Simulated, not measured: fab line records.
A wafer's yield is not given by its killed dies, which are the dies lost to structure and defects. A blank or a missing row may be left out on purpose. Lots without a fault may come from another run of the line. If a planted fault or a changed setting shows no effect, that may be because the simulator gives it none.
One fault through the eyes of 2 desks    flow n5_finfet    what lay behind the numbers comes last; until then each desk has only its own

== TOOL OWNER'S DESK, rie_metal-03 ==
The tool's own readings at N5_GATE_CUT_ETCH_56 (etches TiN in Cl2/Ar, target depth 21.6 nm): means of the sampled wafers that have a number, for each lot that ran on this tool. A lot is out of limits, marked OUT, if its mean lies more than 4 standard deviations from the usual mean; the brackets give that distance.
Columns: A = drypump_motor_current_A at N5_GATE_CUT_ETCH_56, usual 6.0 A; B = mfc_ar_sccm at N5_GATE_CUT_ETCH_56, usual 60.00 sccm; C = oes_product_au at N5_GATE_CUT_ETCH_56, usual 0.75 a.u.; D = rf_fwd_power_W at N5_GATE_CUT_ETCH_56, usual 596.7 W; E = throttle_valve_pct at N5_GATE_CUT_ETCH_56, usual 20.8 %
lot   first seen here  A    B      C     D                E
L207  day 4 14:46      6.2  59.76  0.74  594.3            20.7
L209  day 4 20:55      6.1  59.82  0.70  591.7            20.7
L212  day 5 18:54      6.1  60.13  0.77  595.9            20.8
L215  day 6 07:30      6.1  59.81  0.91  740.1 (+60) OUT  20.6
L217  day 6 22:20      6.1  59.82  0.90  740.7 (+60) OUT  20.6
This desk's finding: out of limits on L215, L217; first on L215, day 6 07:30 (rf_fwd_power_W at N5_GATE_CUT_ETCH_56). L207, L209, L212: within limits.

== AT THE METROLOGY DESK ==
Lot by lot, what the gauges showed, no matter which tool ran the lot: averages of those sampled wafers that carry a number. A lot is out of limits, marked OUT, if its mean lies more than 4 standard deviations from the usual mean; the brackets give that distance. Only the readings that lie furthest out on some lot appear, 7 of the 10 it has.
Columns: A = DIBL_N at N5_BEOL_M4_RC_MEAS_101, usual 35.3 mV/V; B = ION_N at N5_BEOL_M4_RC_MEAS_101, usual 670 uA/um; C = ION_P at N5_BEOL_M4_RC_MEAS_101, usual 462 uA/um; D = SS_N at N5_BEOL_M4_RC_MEAS_101, usual 71.3 mV/dec; E = SS_P at N5_BEOL_M4_RC_MEAS_101, usual 73.1 mV/dec; F = VT_N at N5_BEOL_M4_RC_MEAS_101, usual 251 mV; G = VT_P at N5_BEOL_M4_RC_MEAS_101, usual -251 mV
lot   first seen here  A     B    C    D     E     F    G
L207  day 8 14:43      34.6  671  460  71.1  72.5  250  -251
L209  day 9 00:02      35.0  681  463  71.2  74.1  246  -250
L212  day 9 12:05      36.3  671  466  71.8  73.2  250  -247
L215  day 10 08:13     35.2  670  468  70.8  73.1  251  -251
L217  day 11 01:15     33.8  665  466  70.8  72.4  252  -249
L218  day 11 10:58     33.5  654  456  70.4  72.6  256  -250
L220  day 11 22:42     33.8  658  453  71.3  73.0  255  -253
L222  day 12 12:25     35.3  670  460  71.3  73.1  253  -253
L223  day 12 13:41     36.0  682  464  71.5  72.9  249  -249
L228  day 13 16:16     35.9  669  459  71.4  73.1  249  -253
This desk's finding: nothing out of limits on any of the 10 lots.

== ALL TOGETHER ==
At day 6 07:30, on L215, L217, the tool owner's desk was in a position to raise an alarm.
From the metrology desk's view, nothing was out of limits.
The metrology desk has L215, L217 on record, within its limits.
On rie_metal-03, each named lot ran N5_GATE_CUT_ETCH_56.

== WHAT THE SIMULATOR HAD INSERTED ==
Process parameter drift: rie_metal-03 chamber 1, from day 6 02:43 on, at N5_GATE_CUT_ETCH_56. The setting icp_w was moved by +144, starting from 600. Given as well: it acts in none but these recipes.
Lots struck among those shown: L215, L217.
Delay in hours, fault start to first out-of-limits reading, by desk: the tool owner's desk at 5.
